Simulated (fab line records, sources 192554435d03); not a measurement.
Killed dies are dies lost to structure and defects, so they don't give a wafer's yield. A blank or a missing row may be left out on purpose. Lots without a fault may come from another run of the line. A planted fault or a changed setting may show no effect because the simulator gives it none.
fab line records | flow n5_finfet
record lots=7 wafers=39
route steps=1938 shown ZERO_LAYER@11 WELL_APT@31 SD_EPI_N@269 SD_EPI_P@321 GATE_CUT@469 MOL_CONTACT_COAG@616 BEOL_M1@814 BEOL_M3@991 BEOL_M4@1092
start_h: hours from the record's first day to the start of the lot's first wafer shown | wait_h: hours since the lot's step before | " the same as in the row above | L1.1+2: a row that stands for several wafers | - no value, or no start given | * or withheld: withheld | < > ~ a bound
route shown NAME@n: a module of which the file shows steps, and the number in the route of the first | usual: mean/standard deviation of fault-free wafers | same: alike in all rows | chamber/n: place in a boat | sites: the reading at each site | _std_site: their standard deviation | _edge_site: outer sites' mean less inner sites' | radius_mm: how far each site lies from the wafer's centre | mask NAME#n: copy n | behind: the tool/chamber that last shaped the wafer | hold: why the lot was held/for how many hours/how that ended | device: the transistor (n, p or np) that didn't switch | end of line: the same wafers' tests at the end of the route | a step without rows: its recipe alone | killed: dies lost to structure and defects at the first sort, not the wafer's yield | map: a wafer's dies, x killed, . not, _ none there
set.NAME: the setting as run; set.NAME@STEP: as run at that earlier step | model.NAME: the simulator's own value behind a step, which no gauge read
lots whose settings were changed on purpose; a table a step, a row a wafer
## steps
# step N5_ZERO_LAYER_DEVELOP_10
# recipe develop_time_s=60 rinse_liquid=diw dry=air_spin dev_temp_c=21
# step N5_WELL_APT_DESCUM_13
# recipe chemistry=O2 time_s=7.9 source_power_w=50 bias_power_w=20 pressure_mtorr=20 rf_frequency_hz=2.712e+07 temp_c=40 o2_flow_sccm=225
# step N5_SD_EPI_N_DEVELOP_08
# recipe develop_time_s=30 developer=TMAH resist=CAR-ArF-block dev_temp_c=23 rinse_liquid=diw dry=air_spin
# step N5_SD_EPI_P_EPI_21
# recipe material=SiGe:B dopant=B temp_c=550 pressure_torr=20 ambient=H2 time_s=355
# step N5_GATE_CUT_ETCH_58
# recipe chemistry=CH3F/O2 target=SiNx target_depth_a=170 time_s=128.6 ion_energy_ev=50 pressure_mtorr=30 source_w=415 bias_w=21 Ar_flow_sccm=150 CH3F_flow_sccm=30 O2_flow_sccm=20
# step N5_MOL_CONTACT_COAG_ETCH_124
# recipe chemistry=CH3F/O2 target=SiNx target_depth_a=65 mask_material=SOC stop_on=SiOC over_etch_frac=0.3 ion_energy_ev=120 pressure_mtorr=30 source_w=395 bias_w=73 Ar_flow_sccm=150 CH3F_flow_sccm=30 O2_flow_sccm=20 ends=end_point
# step N5_BEOL_M1_SPUTTER_48
# recipe material=Cu target_thk_a=45 temp_c=-20 chamber_pressure_pa=0.07 power_w=withheld time_s=8.29
# step N5_BEOL_M3_ALD_84
# recipe material=TaN target_thk_a=* temp_c=275 ald_precursor_family=PDMAT ald_co_reactant=NH3 pressure_torr=3 carrier_flow_sccm=1500 pulse_time_s=2 purge_time_s=3 co_reactant_purge_time_s=2 co_reactant_pulse_time_s=3 ald_cycles=30 precursor_vessel_temp_c=75 precursor_vessel_pressure_torr=26.25 precursor_vessel_carrier_sccm=1000
# step N5_BEOL_M4_SPUTTER_88
# step N5_BEOL_M4_RC_MEAS_101
# usual RS_SD_P=66.2/1.2 VT_P=-251/3.7 VT_P_LVT=-99/3.1
# columns lot.wafer tool chamber start_h wait_h set.develop_time_s@ZERO_LAYER_DEVELOP_10 set.time_s@WELL_APT_DESCUM_13 set.develop_time_s@SD_EPI_N_DEVELOP_08 set.time_s@SD_EPI_P_EPI_21 set.time_s@GATE_CUT_ETCH_58 set.target_depth_a@MOL_CONTACT_COAG_ETCH_124 set.time_s@BEOL_M1_SPUTTER_48 set.ald_cycles@BEOL_M3_ALD_84 set.target_thk_a@BEOL_M4_SPUTTER_88 RS_SD_P[ohm/sq] VT_P[mV] VT_P_LVT[mV]
L074.3 prober-02 0 193.11 0.3 60 7.9 30 355 128.6 65 8.29 30 45 65.4 -244 -95
L074.4 " 0 " " 60 7.9 30 355 128.6 65 8.29 30 45 66.0 -245 -96
L074.5 " 0 " " 60 7.9 30 355 128.6 65 8.29 30 45 66.0 -245 -95
L078.1 prober-02 0 239.53 0.0 60 7.9 25.24 277.3 128.6 65 4.689 30 21.1 76.9 -256 -108
L078.2 " 0 " " 35.31 11.71 30 277.3 87.08 65 8.29 15 21.1 77.6 -252 -104
L078.3 " 0 " " 35.31 7.9 30 277.3 87.08 101.9 4.689 30 21.1 77.4 -254 -103
L078.4 " 0 " " 60 11.71 25.24 355 87.08 101.9 8.29 30 45 66.7 -249 -100
L078.5 " 0 " " 60 7.9 30 355 128.6 65 4.689 15 45 65.5 -249 -99
L078.6 " 0 " " 35.31 11.71 25.24 355 128.6 101.9 8.29 15 45 66.4 -250 -101
L085.1 prober-01 0 297.52 0.0 60 7.9 30 355 95.01 65 5.397 30 45 65.9 -251 -98
L085.2 " 0 " " 33.29 5.461 30 355 95.01 65 8.29 30 45 66.5 -256 -102
L085.3 " 0 " " 33.29 5.461 40.04 355 128.6 65 5.397 30 45 66.8 -256 -104
L085.4 " 0 " " 60 5.461 30 503.3 128.6 65 8.29 30 45 52.4 -252 -98
L085.5 " 0 " " 33.29 7.9 40.04 503.3 128.6 65 8.29 30 45 51.6 -252 -96
L085.6 " 0 " " 60 7.9 40.04 503.3 95.01 65 5.397 30 45 51.2 -251 -96
L090.1 prober-01 0 315.85 0.0 60 7.9 30 171.1 128.6 96.6 6.328 30 45 126.5 -273 -117
L090.2 " 0 " " 60 5.459 20.15 171.1 168.2 65 8.29 30 45 127.5 -272 -118
L090.3 " 0 " " 34.01 7.9 30 355 168.2 96.6 8.29 40 45 67.2 -259 -105
L090.4 " 0 " " 60 7.9 20.15 355 128.6 65 8.29 40 45 67.4 -255 -100
L090.5 " 0 " " 34.01 5.459 20.15 171.1 128.6 96.6 6.328 40 45 129.1 -274 -119
L090.6 " 0 " " 34.01 5.459 30 355 168.2 65 6.328 30 45 66.7 -255 -102
L094.1 prober-01 0 342.37 0.0 60 7.9 30 514 128.6 65 11.63 30 45 51.9 -247 -97
L094.2 " 0 " " 78.21 5.849 30 355 128.6 65 8.29 38 45 68.1 -251 -101
L094.3 " 0 " " 78.21 5.849 30 514 128.6 50.29 11.63 38 45 51.8 -244 -96
L094.4 " 0 " " 60 7.9 30 355 167.9 50.29 11.63 30 45 67.5 -251 -100
L094.5 " 0 " " 78.21 7.9 30 514 167.9 50.29 8.29 30 45 52.4 -246 -94
L094.6 " 0 " " 60 5.849 30 355 167.9 65 8.29 38 45 68.2 -250 -101
L096.1 prober-01 0 344.15 0.0 60 7.9 30 507.6 128.6 96.09 8.29 19 45 51.1 -243 -89
L096.2 " 0 " " 60 7.9 40.05 355 128.6 65 8.29 19 45 65.0 -247 -95
L096.3 " 0 " " 60 4.027 40.05 355 128.6 96.09 8.29 30 45 66.0 -244 -93
L096.4 " 0 " " 60 7.9 30 355 167.5 65 8.29 30 45 65.9 -244 -92
L096.5 " 0 " " 60 4.027 40.05 507.6 167.5 96.09 8.29 30 45 51.3 -239 -89
L096.6 " 0 " " 60 4.027 30 507.6 167.5 65 8.29 19 45 51.2 -243 -91
L097.1 prober-02 0 347.04 0.0 84.82 7.9 30 355 128.6 30.95 10.03 30 58.36 - - -
L097.2 " 0 " " 60 4.146 30 355 128.6 30.95 8.29 30 45 - - -
L097.3 " 0 " " 84.82 4.146 30 355 128.6 30.95 10.03 35 45 - - -
L097.4 " 0 " " 60 7.9 30 355 128.6 65 8.29 30 45 65.3 -246 -99
L097.5 " 0 " " 84.82 7.9 30 355 128.6 65 8.29 35 58.36 64.5 -252 -102
L097.6 " 0 " " 60 4.146 30 355 128.6 65 10.03 35 58.36 66.1 -249 -98
## key
split step=N5_ZERO_LAYER_DEVELOP_10 setting=develop_time_s stated_as=60
response none clear
split step=N5_WELL_APT_DESCUM_13 setting=time_s stated_as=7.9
response none clear
split step=N5_SD_EPI_N_DEVELOP_08 setting=develop_time_s stated_as=30
response none clear
split step=N5_SD_EPI_P_EPI_21 setting=time_s stated_as=355
response step=N5_BEOL_M4_RC_MEAS_101 reading=RS_SD_P slope=-0.625 per=1% together_with=all explained=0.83
response step=N5_BEOL_M4_RC_MEAS_101 reading=VT_P_LVT slope=+0.174 per=1% together_with=all explained=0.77
response step=N5_BEOL_M4_RC_MEAS_101 reading=VT_P slope=+0.167 per=1% together_with=all explained=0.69
split step=N5_GATE_CUT_ETCH_58 setting=time_s stated_as=128.6
response none clear
split step=N5_MOL_CONTACT_COAG_ETCH_124 setting=target_depth_a stated_as=65
response none clear
split step=N5_BEOL_M1_SPUTTER_48 setting=time_s stated_as=8.29
response none clear
split step=N5_BEOL_M3_ALD_84 setting=ald_cycles stated_as=30
response none clear
split step=N5_BEOL_M4_SPUTTER_88 setting=target_thk_a stated_as=45
response none clear
